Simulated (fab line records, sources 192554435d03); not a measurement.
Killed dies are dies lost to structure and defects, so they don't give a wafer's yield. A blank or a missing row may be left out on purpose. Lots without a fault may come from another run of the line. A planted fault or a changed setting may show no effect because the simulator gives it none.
fab line records | flow n5_finfet | part 2 of 2: steps 21 to 33 of 33
record lots=5 wafers=15 last_day=17
route steps=1938 shown HKMG_FIN@401
lots that met no fault: from a run of the same line without faults
start_h: hours from the record's first day to the start of the lot's first wafer shown | wait_h: hours since the lot's step before | " the same as in the row above | L1.1+2: a row that stands for several wafers | - no value, or no start given | * or withheld: withheld | < > ~ a bound
route shown NAME@n: a module of which the file shows steps, and the number in the route of the first | usual: mean/standard deviation of fault-free wafers | same: alike in all rows | chamber/n: place in a boat | sites: the reading at each site | _std_site: their standard deviation | _edge_site: outer sites' mean less inner sites' | radius_mm: how far each site lies from the wafer's centre | mask NAME#n: copy n | behind: the tool/chamber that last shaped the wafer | hold: why the lot was held/for how many hours/how that ended | device: the transistor (n, p or np) that didn't switch | end of line: the same wafers' tests at the end of the route | a step without rows: its recipe alone | killed: dies lost to structure and defects at the first sort, not the wafer's yield | map: a wafer's dies, x killed, . not, _ none there
set.NAME: the setting as run; set.NAME@STEP: as run at that earlier step | model.NAME: the simulator's own value behind a step, which no gauge read
lots at some steps of the route; a table a step, a row a wafer
services: from which hour (start_h, from the record's first day; less than 0 if before it) a tool's chamber was out of use, for how many hours, and why
## steps
# step N5_HKMG_FIN_PWFM_ALD_03
# recipe material=TiN target_thk_a=20 temp_c=400 ald_precursor_family=TiCl4 ald_co_reactant=NH3 pulse_time_s=1 purge_time_s=3 co_reactant_purge_time_s=2 co_reactant_pulse_time_s=2 ald_cycles=91 pressure_torr=3
# usual heater_power_w=903/150 precursor_pulse_height_rel=1.000/0.02
# columns lot.wafer tool chamber start_h wait_h heater_power_w precursor_pulse_height_rel
L084.1 ald_metal-03 3 140.29 0.0 966 0.970
L084.3 " 1 " " 1154 1.012
L084.6 " 1 " " 1169 0.991
L086.2 ald_metal-04 2 150.48 0.0 747 1.009
L086.5 " 2 " " 786 1.019
L086.6 " 3 " " 1130 1.042
L089.1 ald_metal-02 0 164.50 0.0 952 0.952
L089.4 " 1 " " 910 1.005
L089.6 " 3 " " 862 1.026
L090.1 ald_metal-03 1 172.62 0.0 1161 0.995
L090.3 " 3 " " 952 0.982
L090.4 " 2 " " 771 0.974
L094.1 ald_metal-04 1 197.95 0.0 1018 1.003
L094.2 " 0 " " 673 1.019
L094.6 " 3 " " 1106 1.018
# step N5_HKMG_FIN_COAT_29
# recipe resist=SOC temp_c=250 time_s=60 spin_rpm=1500 resist_thk_nm=300
# columns lot.wafer tool chamber start_h wait_h
L084.1+3+6 litho_track-05 0 140.76 0.2
L086.2+5+6 litho_track-02 0 150.95 0.2
L089.1+4+6 litho_track-02 0 164.97 0.2
L090.1+3+4 litho_track-04 0 173.09 0.2
L094.1+2+6 litho_track-02 0 198.42 0.2
# step N5_HKMG_FIN_COAT_30
# recipe resist=SiARC temp_c=220 time_s=60 spin_rpm=1500 resist_thk_nm=35
# columns lot.wafer tool chamber start_h wait_h
L084.1+3+6 litho_track-05 0 - -
L086.2+5+6 litho_track-02 0 - -
L089.1+4+6 litho_track-02 0 - -
L090.1+3+4 litho_track-04 0 - -
L094.1+2+6 litho_track-02 0 - -
# step N5_HKMG_FIN_COAT_06
# recipe resist=CAR-ArF spin_rpm=1500 resist_thk_nm=90
# columns lot.wafer tool chamber start_h wait_h
L084.1+3+6 litho_track-05 0 - -
L086.2+5+6 litho_track-02 0 - -
L089.1+4+6 litho_track-02 0 - -
L090.1+3+4 litho_track-04 0 - -
L094.1+2+6 litho_track-02 0 - -
# step N5_HKMG_FIN_EBR_08
# recipe solvent=PGMEA ebr_width_mm=1.5
# columns lot.wafer tool chamber start_h wait_h
L084.1+3+6 litho_track-05 0 - -
L086.2+5+6 litho_track-02 0 - -
L089.1+4+6 litho_track-02 0 - -
L090.1+3+4 litho_track-04 0 - -
L094.1+2+6 litho_track-02 0 - -
# step N5_HKMG_FIN_SOFTBAKE_07
# recipe temp_c=110 time_s=60 resist=CAR-ArF
# columns lot.wafer tool chamber start_h wait_h
L084.1+3+6 litho_track-05 0 - -
L086.2+5+6 litho_track-02 0 - -
L089.1+4+6 litho_track-02 0 - -
L090.1+3+4 litho_track-04 0 - -
L094.1+2+6 litho_track-02 0 - -
# step N5_HKMG_FIN_EXPOSE_09
# recipe mask_id=NWFM na=1.35 source_shape=conventional sigma_outer=0.8 polarization=unpolarized dose_mj=39.25
# columns lot.wafer tool chamber start_h wait_h mask
L084.1+3+6 arfi_scanner-02 0 141.00 - NWFM#0
L086.2+5+6 arfi_scanner-01 0 151.20 - NWFM#0
L089.1+4+6 arfi_scanner-03 0 165.21 - NWFM#0
L090.1+3+4 arfi_scanner-01 0 173.33 - NWFM#0
L094.1+2+6 arfi_scanner-02 0 198.66 - NWFM#0
# step N5_HKMG_FIN_PEB_10
# recipe peb_temp_c=withheld peb_time_s=60 resist=CAR-ArF
# columns lot.wafer tool chamber start_h wait_h
L084.1+3+6 litho_track-04 0 141.06 0.1
L086.2+5+6 litho_track-02 0 151.25 0.0
L089.1+4+6 litho_track-05 0 165.27 0.1
L090.1+3+4 litho_track-02 0 173.39 0.1
L094.1+2+6 litho_track-02 0 198.72 0.1
# step N5_HKMG_FIN_DEVELOP_11
# recipe develop_time_s=30 developer=TMAH resist=CAR-ArF dev_temp_c=23 rinse_liquid=diw dry=air_spin
# columns lot.wafer tool chamber start_h wait_h
L084.1+3+6 litho_track-04 0 - -
L086.2+5+6 litho_track-02 0 - -
L089.1+4+6 litho_track-05 0 - -
L090.1+3+4 litho_track-02 0 - -
L094.1+2+6 litho_track-02 0 - -
# step N5_HKMG_FIN_CD_MEAS_12
# recipe target_cd_nm=92.8 landing_energy_ev=500 detector=se_inlens
# usual cd_nm=92.0/0.9
# same landing_energy_ev=500
# columns lot.wafer tool chamber start_h wait_h cd_nm
L084.1 cd_sem-03 0 141.13 - 92.3
L084.3 " 0 " " 92.5
L084.6 " 0 " " 92.1
L086.2 cd_sem-03 0 151.32 - 91.7
L086.5 " 0 " " 92.2
L086.6 " 0 " " 91.8
L089.1 cd_sem-01 0 165.34 - 92.6
L089.4 " 0 " " 93.9
L089.6 " 0 " " 92.3
L090.1 cd_sem-02 0 173.45 - 92.4
L090.3 " 0 " " 91.0
L090.4 " 0 " " 90.9
L094.1 cd_sem-03 0 198.79 - 91.4
L094.2 " 0 " " 90.6
L094.6 " 0 " " 91.9
# step N5_HKMG_FIN_OVL_MEAS_13
# recipe points_per_wafer=44
# usual NWFM_OVL=-0.2/0.78
# columns lot.wafer tool chamber start_h wait_h NWFM_OVL[nm]
L084.1 overlay-02 0 141.16 0.0 0.6
L084.3 " 0 " " 0.7
L084.6 " 0 " " 0.1
L086.2 overlay-02 0 151.35 0.0 -0.3
L086.5 " 0 " " -0.8
L086.6 " 0 " " -1.0
L089.1 overlay-02 0 165.37 0.0 0.2
L089.4 " 0 " " -1.1
L089.6 " 0 " " -1.3
L090.1 overlay-02 0 173.48 0.0 -0.6
L090.3 " 0 " " -1.3
L090.4 " 0 " " 0.0
L094.1 overlay-02 0 198.82 0.0 0.9
L094.2 " 0 " " 0.2
L094.6 " 0 " " 0.3
# step N5_HKMG_FIN_INSPECT_14
# recipe mode=adi inspect_instrument=macro
# usual raw_defect_count=2.3/1.5
# columns lot.wafer tool chamber start_h wait_h raw_defect_count
L084.1 defect_inspect-01 - 141.18 0.0 2
L084.3 " - " " 2
L084.6 " - " " 3
L086.2 defect_inspect-01 - 151.37 0.0 0
L086.5 " - " " 4
L086.6 " - " " 4
L089.1 defect_inspect-01 - 165.39 0.0 3
L089.4 " - " " 0
L089.6 " - " " 1
L090.1 defect_inspect-02 - 173.51 0.0 3
L090.3 " - " " 0
L090.4 " - " " 2
L094.1 defect_inspect-01 - 198.84 0.0 4
L094.2 " - " " 0
L094.6 " - " " 2
# step N5_HKMG_FIN_DESCUM_17
# recipe chemistry=O2 time_s=7.9 source_power_w=50 bias_power_w=20 pressure_mtorr=20 rf_frequency_hz=2.712e+07 temp_c=40 resist=CAR-ArF o2_flow_sccm=225
# usual drypump_motor_current_A=5.5/0.41 oes_product_au=0.79/0.095 rf_vpp_V=243.1/1.6 showerhead_plenum_p_Torr=2.10/0.092 throttle_valve_pct=20.50/0.29
# columns lot.wafer tool chamber start_h wait_h drypump_motor_current_A oes_product_au rf_hours_counter_h rf_vpp_V showerhead_plenum_p_Torr throttle_valve_pct
L084.1 rie_diel-05 1 141.21 0.0 5.6 0.80 103 243.3 2.05 20.69
L084.3 " 3 " " 6.3 0.95 9 241.3 2.08 20.02
L084.6 " 1 " " 5.6 0.80 - 242.4 2.05 20.67
L086.2 rie_diel-03 1 151.41 0.0 5.0 0.68 247 241.4 1.95 20.47
L086.5 " 0 " " 5.5 0.75 - 242.8 1.99 20.81
L086.6 " 1 " " 5.0 0.69 - 242.9 1.95 20.45
L089.1 rie_diel-03 3 165.43 0.0 5.4 0.80 79 244.5 2.21 20.38
L089.4 " 3 " " 5.4 0.80 - 246.0 2.21 20.39
L089.6 " 2 " " 6.0 0.90 - 244.5 2.23 20.17
L090.1 rie_diel-03 2 173.54 0.0 6.0 0.89 35 245.6 2.23 20.19
L090.3 " 3 " " 5.4 0.79 83 244.6 2.21 20.39
L090.4 " 0 " " 5.5 0.74 - 240.9 1.99 20.85
L094.1 rie_diel-03 1 198.88 0.0 5.0 0.95 5 245.5 2.21 20.14
L094.2 " 2 " " 6.0 0.87 45 244.5 2.22 20.19
L094.6 " 0 " " 5.5 0.72 - 241.5 1.98 20.85
## services
# columns tool chamber start_h hours kind
arfi_scanner-01 - 113.50 1.3 repair
rie_diel-03 - 114.49 14.6 pm
arfi_scanner-01 - 114.91 1.3 pm
arfi_scanner-02 - 116.88 4.1 repair
rie_diel-01 3 120.80 2.2 repair
rie_diel-01 1 123.00 5.2 repair
litho_track-05 - 136.32 - consumable_replace:filter
thermal_cvd_si-01 1 137.20 9.7 repair
ald_metal-02 - 137.72 6.0 pm
rie_diel-01 0 141.30 - clean
rie_diel-01 0 141.30 - consumable_replace:focus_ring
rie_diel-01 0 141.30 18.6 scheduled_down
rie_diel-01 0 141.30 18.6 vent_cycle
thermal_cvd_si-02 1 162.68 106.3 repair
thermal_cvd_si-01 - 164.45 1.5 repair
plasma_asher-01 - 167.89 10.1 repair
rie_diel-03 0 167.94 1.8 repair
ald_metal-04 0 168.96 11.9 repair
arfi_scanner-01 - 169.55 0.8 pm
thermal_cvd_si-01 0 174.38 6.8 repair
arfi_scanner-02 - 184.60 0.8 pm
arfi_scanner-01 - 192.05 0.4 repair
thermal_cvd_si-01 1 198.28 4.0 repair
arfi_scanner-03 - 198.78 0.8 pm
